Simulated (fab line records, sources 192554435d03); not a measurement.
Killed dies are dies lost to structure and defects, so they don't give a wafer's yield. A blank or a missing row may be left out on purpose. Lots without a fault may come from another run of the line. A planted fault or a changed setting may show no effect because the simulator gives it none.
fab line records | flow n5_finfet
record lots=12 wafers=36 last_day=18
route steps=1938 shown BEOL_M9@1424 PASSIVATION@1936
lots that met no fault: from a run of the same line without faults
start_h: hours from the record's first day to the start of the lot's first wafer shown | wait_h: hours since the lot's step before | " the same as in the row above | L1.1+2: a row that stands for several wafers | - no value, or no start given | * or withheld: withheld | < > ~ a bound
route shown NAME@n: a module of which the file shows steps, and the number in the route of the first | usual: mean/standard deviation of fault-free wafers | same: alike in all rows | chamber/n: place in a boat | sites: the reading at each site | _std_site: their standard deviation | _edge_site: outer sites' mean less inner sites' | radius_mm: how far each site lies from the wafer's centre | mask NAME#n: copy n | behind: the tool/chamber that last shaped the wafer | hold: why the lot was held/for how many hours/how that ended | device: the transistor (n, p or np) that didn't switch | end of line: the same wafers' tests at the end of the route | a step without rows: its recipe alone | killed: dies lost to structure and defects at the first sort, not the wafer's yield | map: a wafer's dies, x killed, . not, _ none there
set.NAME: the setting as run; set.NAME@STEP: as run at that earlier step | model.NAME: the simulator's own value behind a step, which no gauge read
steps of the route over a sample of lots; a table a step, a row a wafer
services: from which hour (start_h, from the record's first day; less than 0 if before it) a tool's chamber was out of use, for how many hours, and why
## steps
# step N5_BEOL_M9_CD_MEAS_18
# recipe pitch_nm=140 target_cd_nm=70
# usual cd_nm=70.1/0.54
# columns lot.wafer tool chamber start_h wait_h cd_nm
L613.2 cd_sem-02 - 208.47 0.1 70.3
L613.3 " - " " 70.3
L613.6 " - " " 70.3
L614.1 cd_sem-01 - 208.50 0.0 70.5
L614.2 " - " " 70.4
L614.3 " - " " 70.5
L615.1 cd_sem-03 - 213.81 0.0 70.5
L615.3 " - " " 70.1
L615.4 " - " " 71.0
L617.1 cd_sem-01 - 223.30 0.0 69.3
L617.2 " - " " 69.9
L617.5 " - " " 70.6
L619.1 cd_sem-03 - 229.22 0.0 70.2
L619.3 " - " " 69.9
L619.5 " - " " 69.9
L618.2 cd_sem-02 - 229.64 0.1 70.6
L618.4 " - " " 70.2
L618.5 " - " " 70.5
L620.2 cd_sem-02 - 233.19 0.1 70.2
L620.3 " - " " 70.3
L620.6 " - " " 70.8
L621.3 cd_sem-03 - 239.39 0.1 70.2
L621.4 " - " " 70.0
L621.5 " - " " 70.1
L623.2 cd_sem-03 - 271.11 0.1 70.7
L623.5 " - " " 70.5
L623.6 " - " " 70.5
L628.1 cd_sem-03 - 294.01 0.0 70.0
L628.5 " - " " 69.4
L628.6 " - " " 68.9
L629.3 cd_sem-03 - 295.17 0.1 69.0
L629.5 " - " " 69.1
L629.6 " - " " 70.0
L635.1 cd_sem-02 - 360.45 0.0 70.1
L635.5 " - " " 70.0
L635.6 " - " " 68.9
# step N5_BEOL_M9_PRE_CLEAN_45
# recipe gas=H2/He time_s=30 temp_c=250
# usual heater_power_w=336/36
# columns lot.wafer tool chamber start_h wait_h heater_power_w
L613.2 pvd_sputter-02 - 211.15 0.0 335
L613.3 " - " " 358
L613.6 " - " " 336
L614.1 pvd_sputter-03 - 212.07 0.0 269
L614.2 " - " " 386
L614.3 " - " " 304
L615.1 pvd_sputter-01 - 215.50 0.0 318
L615.3 " - " " 334
L615.4 " - " " 279
L617.1 pvd_sputter-02 - 225.13 0.0 348
L617.2 " - " " 326
L617.5 " - " " 344
L618.2 pvd_sputter-02 - 233.15 0.0 332
L618.4 " - " " 329
L618.5 " - " " 348
L619.1 pvd_sputter-02 - 234.25 0.0 333
L619.3 " - " " 365
L619.5 " - " " 355
L620.2 pvd_sputter-02 - 235.35 0.0 341
L620.3 " - " " 333
L620.6 " - " " 341
L621.3 pvd_sputter-03 - 243.43 0.0 272
L621.4 " - " " 368
L621.5 " - " " 363
L623.2 pvd_sputter-01 - 273.40 0.0 335
L623.5 " - " " 285
L623.6 " - " " 345
L628.1 pvd_sputter-03 - 297.57 0.0 366
L628.5 " - " " 362
L628.6 " - " " 395
L629.3 pvd_sputter-02 - 297.74 0.0 344
L629.5 " - " " 339
L629.6 " - " " 328
L635.1 pvd_sputter-03 - 363.32 0.0 270
L635.5 " - " " 268
L635.6 " - " " 307
# step N5_BEOL_M9_CVD_78
# recipe material=Co target_thk_a=20 temp_c=withheld precursor=CCTBA/H2 pressure_torr=30 time_s=138.9
# usual run_length_s=162.2/0.45
# columns lot.wafer tool chamber start_h wait_h run_length_s
L613.2 cvd_co-02 1 212.28 0.3 163.2
L613.3 " 0 " " 161.4
L613.6 " 2 " " 162.1
L614.1 cvd_co-01 2 213.00 0.3 162.5
L614.2 " 0 " " 162.4
L614.3 " 1 " " 161.8
L615.1 cvd_co-01 2 216.13 0.0 162.6
L615.3 " 0 " " 162.1
L615.4 " 0 " " 162.8
L617.1 cvd_co-01 2 225.70 0.1 162.5
L617.2 " 0 " " 162.2
L617.5 " 1 " " 161.7
L618.2 cvd_co-02 0 233.78 0.1 162.3
L618.4 " 1 " " 163.0
L618.5 " 2 " " 162.0
L619.1 cvd_co-02 2 234.78 0.1 162.0
L619.3 " 1 " " 163.2
L619.5 " 2 " " 162.6
L620.2 cvd_co-02 0 237.52 0.3 162.1
L620.3 " 1 " " 162.6
L620.6 " 1 " " 162.7
L621.3 cvd_co-01 1 243.87 0.0 162.0
L621.4 " 0 " " 162.2
L621.5 " 1 " " 161.5
L623.2 cvd_co-01 0 274.81 0.0 162.2
L623.5 " 1 " " 161.8
L623.6 " 2 " " 162.4
L628.1 cvd_co-01 0 297.99 0.0 162.6
L628.5 " 0 " " 162.1
L628.6 " 1 " " 289.1
L629.3 cvd_co-01 0 298.30 0.0 163.0
L629.5 " 2 " " 162.3
L629.6 " 0 " " 288.7
L635.1 cvd_co-02 2 363.77 0.1 161.9
L635.5 " 2 " " 162.3
L635.6 " 0 " " 162.0
# step N5_BEOL_M9_THK_MEAS_53
# recipe thk_meas_gauge=xrf reads=Cu_of_BEOL_M9_ECD_50
# usual M9_THK=137.3/2.6
# columns lot.wafer tool chamber start_h wait_h M9_THK[nm]
L613.2 film_metro-02 - 213.52 - 139.9
L613.3 " - " " 135.5
L613.6 " - " " 136.6
L614.1 film_metro-01 - 213.95 - 137.3
L614.2 " - " " 134.4
L614.3 " - " " 135.4
L615.1 film_metro-01 - 217.37 - 138.1
L615.3 " - " " 137.0
L615.4 " - " " 140.1
L617.1 film_metro-01 - 226.63 - 138.3
L617.2 " - " " 137.8
L617.5 " - " " 137.1
L618.2 film_metro-02 - 235.01 - 139.0
L618.4 " - " " 132.6
L618.5 " - " " 134.6
L619.1 film_metro-02 - 236.09 - 141.8
L619.3 " - " " 136.8
L619.5 " - " " 138.6
L620.2 film_metro-01 - 238.65 - 137.9
L620.3 " - " " 140.9
L620.6 " - " " 140.0
L621.3 film_metro-02 - 244.87 - 139.4
L621.4 " - " " 137.6
L621.5 " - " " 136.4
L623.2 film_metro-02 - 275.77 - 140.4
L623.5 " - " " 139.3
L623.6 " - " " 135.0
L628.1 film_metro-02 - 299.43 - 135.4
L628.5 " - " " 141.5
L628.6 " - " " 134.8
L629.3 film_metro-01 - 299.70 - 140.7
L629.5 " - " " 139.9
L629.6 " - " " 134.4
L635.1 film_metro-01 - 364.72 - 138.4
L635.5 " - " " 139.0
L635.6 " - " " 137.5
# step N5_PASSIVATION_PROBE_49
# usual defect_limited_yield=91.4/1.5 killed_at_M0_to_M3=31/11 killed_at_M4_up=13/5.5 killed_at_contacts=13/6.3 killed_at_front_end=40/13 killed_at_other=3.3/2.6 killed_dies=101/18 killed_on_rim=13/4 killed_open=67/13 killed_short=33/7.9 sort_bin_5_function=5.1/1 sort_bin_6_memory=3.2/0.68 sort_n_pass=1079/18 sort_yield_pct=91.4/1.5
# same gross_dies=1180 killed_at_back_side=0 sort_bin_4_leakage[%]=0 sort_bin_8_speed[%]=0
# columns lot.wafer tool chamber start_h wait_h defect_limited_yield[%] killed_at_M0_to_M3 killed_at_M4_up killed_at_contacts killed_at_front_end killed_at_other killed_dies killed_on_rim killed_open killed_short sort_bin_5_function[%] sort_bin_6_memory[%] sort_n_pass sort_yield_pct[%]
L613.2 prober-02 - 264.36 0.1 92.0 35 18 14 27 0 94 10 69 24 5.2 2.6 1086 92.0
L613.3 prober-02 - 264.41 0.1 92.9 35 15 12 21 1 84 14 51 32 4.2 2.5 1096 92.9
L613.6 prober-02 - 264.56 0.3 92.7 39 14 8 25 0 86 14 47 35 4.7 2.4 1094 92.7
L614.1 prober-02 - 267.97 0.0 92.1 25 18 19 31 0 93 13 56 34 4.6 3.3 1087 92.1
L614.2 prober-02 - 268.02 0.1 92.4 15 16 10 48 1 90 14 56 34 5.2 2.4 1090 92.4
L614.3 prober-02 - 268.07 0.1 92.5 26 13 19 30 0 88 7 66 20 4.9 2.4 1092 92.5
L617.1 prober-02 - 281.71 0.0 92.5 32 7 11 35 3 88 9 49 38 5.0 2.4 1092 92.5
L617.2 prober-02 - 281.76 0.1 92.1 27 10 29 27 0 93 9 68 25 4.6 3.2 1087 92.1
L617.5 prober-02 - 281.91 0.2 90.5 27 8 21 49 7 112 19 74 38 5.3 4.0 1068 90.5
L629.3 prober-02 - 359.16 0.1 87.9 51 18 19 51 4 143 17 95 48 7.2 4.5 1037 87.9
L629.5 prober-02 - 359.26 0.2 87.5 59 30 10 40 8 147 14 100 47 7.6 4.3 1033 87.5
# killed by level:class
L613.2 MOL_CONTACT_COAG:geometric_particle:open=13 BEOL_M4:geometric_particle:open=12 BEOL_M2:geometric_particle:open=10 BEOL_M0_SAQP:geometric_particle:open=8 BEOL_M0_SAQP:geometric_particle:short=7 STARTING-WAFER:geometric_particle:open=7 BEOL_M1:geometric_particle:open=4 FIN_SAQP:geometric_particle:short=3
L613.3 MOL_CONTACT_COAG:geometric_particle:open=9 BEOL_M2:geometric_particle:open=9 BEOL_M0_SAQP:geometric_particle:short=8 BEOL_M4:geometric_particle:open=8 BEOL_M1:geometric_particle:open=6 BEOL_M3:geometric_particle:open=4 STARTING-WAFER:geometric_particle:short=4 GATE_CUT:geometric_particle:short=3
L613.6 BEOL_M0_SAQP:geometric_particle:open=9 BEOL_M0_SAQP:geometric_particle:short=9 BEOL_M3:geometric_particle:open=8 MOL_CONTACT_COAG:geometric_particle:open=6 BEOL_M2:geometric_particle:short=6 DUMMY_GATE:geometric_particle:open=4 BEOL_M2:geometric_particle:open=4 FIN_SAQP:geometric_particle:short=3
L614.1 MOL_CONTACT_COAG:geometric_particle:open=13 GATE_CUT:geometric_particle:short=10 MOL_CONTACT_COAG:geometric_particle:short=6 BEOL_M1:geometric_particle:open=6 BEOL_M4:geometric_particle:open=6 BEOL_M2:geometric_particle:open=5 FIN_SAQP:geometric_particle:short=4 STI_FIN_REVEAL:geometric_particle:open=4
L614.2 FIN_SAQP:geometric_particle:short=14 MOL_CONTACT_COAG:geometric_particle:open=10 FIN_SAQP:geometric_particle:open=9 BEOL_M4:geometric_particle:open=9 BEOL_M1:geometric_particle:open=7 DUMMY_GATE:geometric_particle:open=6 STI_FIN_REVEAL:geometric_particle:open=5 BEOL_M1:geometric_particle:short=5
L614.3 MOL_CONTACT_COAG:geometric_particle:open=17 FIN_SAQP:geometric_particle:open=8 FIN_SAQP:geometric_particle:short=6 STARTING-WAFER:geometric_particle:open=6 BEOL_M0_SAQP:geometric_particle:open=5 BEOL_M0_SAQP:geometric_particle:short=5 BEOL_M0:geometric_particle:open=5 BEOL_M2:geometric_particle:open=5
L617.1 MOL_CONTACT_COAG:geometric_particle:open=10 GATE_CUT:geometric_particle:short=7 BEOL_M0_SAQP:geometric_particle:open=7 FIN_SAQP:geometric_particle:short=6 BEOL_M0_SAQP:geometric_particle:short=6 STARTING-WAFER:geometric_particle:short=6 FIN_SAQP:geometric_particle:open=5 STI_FIN_REVEAL:geometric_particle:open=5
L617.2 MOL_CONTACT_COAG:geometric_particle:open=25 BEOL_M2:geometric_particle:open=7 BEOL_M3:geometric_particle:open=6 BEOL_M4:geometric_particle:open=5 STI_FIN_REVEAL:geometric_particle:open=4 GATE_CUT:geometric_particle:open=4 MOL_CONTACT_COAG:geometric_particle:short=4 BEOL_M0_SAQP:geometric_particle:short=4
L617.5 MOL_CONTACT_COAG:geometric_particle:open=17 STI_FIN_REVEAL:geometric_particle:open=13 FIN_SAQP:geometric_particle:open=8 FIN_SAQP:geometric_particle:short=7 GATE_CUT:geometric_particle:short=6 DUMMY_GATE:geometric_particle:open=5 BEOL_M2:geometric_particle:open=5 BEOL_M4:geometric_particle:open=5
L629.3 BEOL_M0_SAQP:geometric_particle:open=22 MOL_CONTACT_COAG:geometric_particle:open=15 BEOL_M3:geometric_particle:open=13 FIN_SAQP:geometric_particle:open=9 GATE_CUT:geometric_particle:short=9 BEOL_M0_SAQP:geometric_particle:short=9 DUMMY_GATE:geometric_particle:open=8 FIN_SAQP:geometric_particle:short=7
L629.5 BEOL_M3:geometric_particle:open=17 BEOL_M0_SAQP:geometric_particle:open=12 FIN_SAQP:geometric_particle:open=11 BEOL_M4:geometric_particle:open=10 FIN_SAQP:geometric_particle:short=8 MOL_CONTACT_COAG:geometric_particle:open=8 GATE_CUT:geometric_particle:short=7 BEOL_M4:geometric_particle:short=7
## services
# columns tool chamber start_h hours kind
cvd_co-02 - 225.46 0.6 repair
cvd_co-01 1 333.33 - clean
cvd_co-01 1 333.33 22.0 scheduled_down
cvd_co-01 1 333.33 22.0 vent_cycle
pvd_sputter-02 - 347.06 1.0 repair
cvd_co-01 - 350.63 0.7 repair
## key
first_sign step=N5_BEOL_M9_CVD_78 reading=run_length_s direction=up sigmas=99+ usual=* struck=*
effect none on later readings
met_at N5_BEOL_M9_CVD_78
struck_lots L628,L629
struck_wafers L628.6,L629.6
not_acting_at N5_BEOL_M9_CD_MEAS_18,N5_BEOL_M9_PRE_CLEAN_45,N5_BEOL_M9_THK_MEAS_53
onset_between 274.81 297.99
fault kind=process_parameter_drift tool=cvd_co-01 chamber=- onset_h=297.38 steps=N5_BEOL_M9_CVD_78 channel=time_s offset=* shape=step end_h=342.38 scope=struck_wafers_only acts_in=* stated=*
